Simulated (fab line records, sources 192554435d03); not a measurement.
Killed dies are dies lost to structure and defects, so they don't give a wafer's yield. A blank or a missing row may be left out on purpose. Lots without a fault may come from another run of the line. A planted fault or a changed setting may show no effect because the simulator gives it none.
Split-lot experiment | flow n5_finfet | 7 lots, 21 wafers read, on a route of 1938 steps

THE SPLIT
At N5_BEOL_M8_ETCH_66 (etches SOC in N2/H2, target depth 80 nm, overetch 16 nm, time 120 s), the setting bias_w was moved away from the recipe's 150 W on 7 of the 21 wafers read, by -14.9% to +16.3%. The other wafers ran this setting at the recipe's value.

The reading is taken at the split's own step.

THE READING
rf_vpp_V, in V, at N5_BEOL_M8_ETCH_66 (etches SOC in N2/H2, target depth 80 nm, overetch 16 nm, time 120 s). Fault-free wafers of this fab line usually give 523.9 V, standard deviation 2.5 V.

wafer  | tool, chamber at the split | bias_w as run, W | against the recipe | rf_vpp_V, V | against lot-mates on the recipe
L078.3 | rie_diel-03, 1             | 150              | recipe             | 526.8       | -
L078.4 | rie_diel-03, 3             | 150              | recipe             | 522.1       | -
L078.5 | rie_diel-03, 2             | 150              | recipe             | 524.6       | -
L079.1 | rie_diel-03, 1             | 150              | recipe             | 528.1       | -
L079.4 | rie_diel-03, 0             | 150              | recipe             | 520.8       | -
L079.6 | rie_diel-03, 2             | 150              | recipe             | 524.9       | -
L082.2 | rie_diel-03, 2             | 150              | recipe             | 525.3       | -
L082.3 | rie_diel-03, 3             | 150              | recipe             | 520.5       | -
L082.6 | rie_diel-03, 3             | 166.4            | +10.9%             | 555.2       | +32.3
L084.2 | rie_diel-03, 2             | 127.7            | -14.9%             | 473.3       | -47.1
L084.3 | rie_diel-03, 3             | 150              | recipe             | 520.4       | -
L084.5 | rie_diel-03, 3             | 127.7            | -14.9%             | 470.8       | -49.6
L085.2 | rie_diel-05, 2             | 150              | recipe             | 522.1       | -
L085.3 | rie_diel-05, 1             | 128.1            | -14.6%             | 472.1       | -50.0
L085.6 | rie_diel-05, 3             | 128.1            | -14.6%             | 472.9       | -49.2
L090.1 | rie_diel-03, 1             | 150              | recipe             | 527.1       | -
L090.2 | rie_diel-03, 3             | 150              | recipe             | 522.1       | -
L090.4 | rie_diel-03, 2             | 162              | +8.0%              | 552.6       | +28.0
L092.2 | rie_diel-05, 2             | 174.5            | +16.3%             | 575.5       | +52.5
L092.5 | rie_diel-05, 2             | 150              | recipe             | 522.2       | -
L092.6 | rie_diel-05, 3             | 150              | recipe             | 523.8       | -

THE FIT
A straight line over all 21 wafers: rf_vpp_V changes by +3.36 V for each +1% of bias_w; r = +1.00; the points scatter about the line by 2.7 V.
The same after taking each lot's own level away (the mean of its wafers on the recipe; 21 wafers): +3.27 V for each +1%; r = +1.00; scatter 2.2 V.
On that fit, the largest move of bias_w shifts the reading by 53 V.
The lots' own levels span 520.40 to 524.60 V, that is 1.7 times the standard deviation above.
So the lot-to-lot level changes the slope little: the two slopes agree.
Check: with one of the wafers moved furthest among these (+16.3%) left out of the fit, the line predicts +53.4 V for it against its lot-mates. It came out at +52.5 V against them.
Tool readings at the split's step, against how far the setting was moved: rf_vpp_V r = +1.00.

OTHER SPLITS ON THESE WAFERS
These wafers also went through other splits before the reading. Each is held against what the fit with the lots' levels taken away leaves over:
other split on the same wafers   | wafers away from the commonest value | r with rf_vpp_V (lot level and that fit taken away)
N5_BEOL_M7_VIA_ETCH_34 bias_w    | 3                                    | +0.00
N5_BEOL_M7_TRENCH_ETCH_37 time_s | 6                                    | -0.02

THE WHOLE CHAIN: every reading that the file lists as answering this split, in the file's order
step               | what it does                                                        | reading                                                                          | change (the file's fit)                | r (the file's)
N5_BEOL_M8_ETCH_66 | etches SOC in N2/H2, target depth 80 nm, overetch 16 nm, time 120 s | rf_vpp_V                                                                         | +3.25 V for each +1% of the setting    | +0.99
N5_BEOL_M8_ETCH_66 | etches SOC in N2/H2, target depth 80 nm, overetch 16 nm, time 120 s | SiARC_of_BEOL_M8_COAT_64.thk_nm (the simulator's own value, which no gauge read) | -0.0647 nm for each +1% of the setting | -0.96

THE FILE'S OWN FIT
rf_vpp_V changes by +3.25 V for each +1% of bias_w, r = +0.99.
